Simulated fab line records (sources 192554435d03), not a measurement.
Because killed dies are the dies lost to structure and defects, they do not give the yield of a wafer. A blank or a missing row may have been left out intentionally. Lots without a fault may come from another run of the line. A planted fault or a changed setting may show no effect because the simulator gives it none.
Matching of chambers	flow n5_finfet	rie_diel-02 running N5_STI_FIN_REVEAL_STRIP_24: 4 sister chambers
The step strips in N2/H2, time 90 s. 8 wafers are shown with their chamber, then 10 later ones without.

WAFERS, EACH WITH ITS CHAMBER
wafer	chamber	drypump_motor_current_A (A)	showerhead_plenum_p_Torr (Torr)
L078.2	1	5.6	3.45
L082.4	2	5.8	3.59
L082.6	2	5.8	3.59
L083.2	3	4.8	3.29
L085.5	0	5.8	3.47
L085.6	1	5.6	3.44
L087.3	0	5.8	3.47
L087.4	3	4.7	3.28

WAFERS WITH NO CHAMBER GIVEN
wafer	drypump_motor_current_A (A)	showerhead_plenum_p_Torr (Torr)
L087.6	4.7	3.28
L088.3	5.7	3.58
L088.5	5.6	3.43
L088.6	5.8	3.58
L089.4	5.8	3.58
L089.5	4.8	3.28
L089.6	5.8	3.47
L092.1	5.8	3.57
L092.3	5.6	3.43
L092.6	4.7	3.28

CHAMBER TAKEN BY EACH
wafer	from the rows above	in truth
L087.6	3	3
L088.3	2	2
L088.5	1	1
L088.6	2	2
L089.4	2	2
L089.5	3	3
L089.6	0	0
L092.1	2	2
L092.3	1	1
L092.6	3	3
10 of 10 placed correctly. From these rows, 0 cannot be placed. 0 placed wrongly.
How it was worked out, from the rows above alone: a wafer's distance from a chamber is the root of the sum, over the readings, of the square of ((its reading less the chamber's mean) divided by the reading's scatter). If the next closest chamber is less than 2 further off than the closest, the wafer can't be placed; otherwise it belongs to the closest. For every chamber, the mean is computed from those of its wafers that are shown. The scatter: the root of (the sum of the squares of (reading less its chamber's mean) over the shown wafers, divided by (wafers less chambers)).
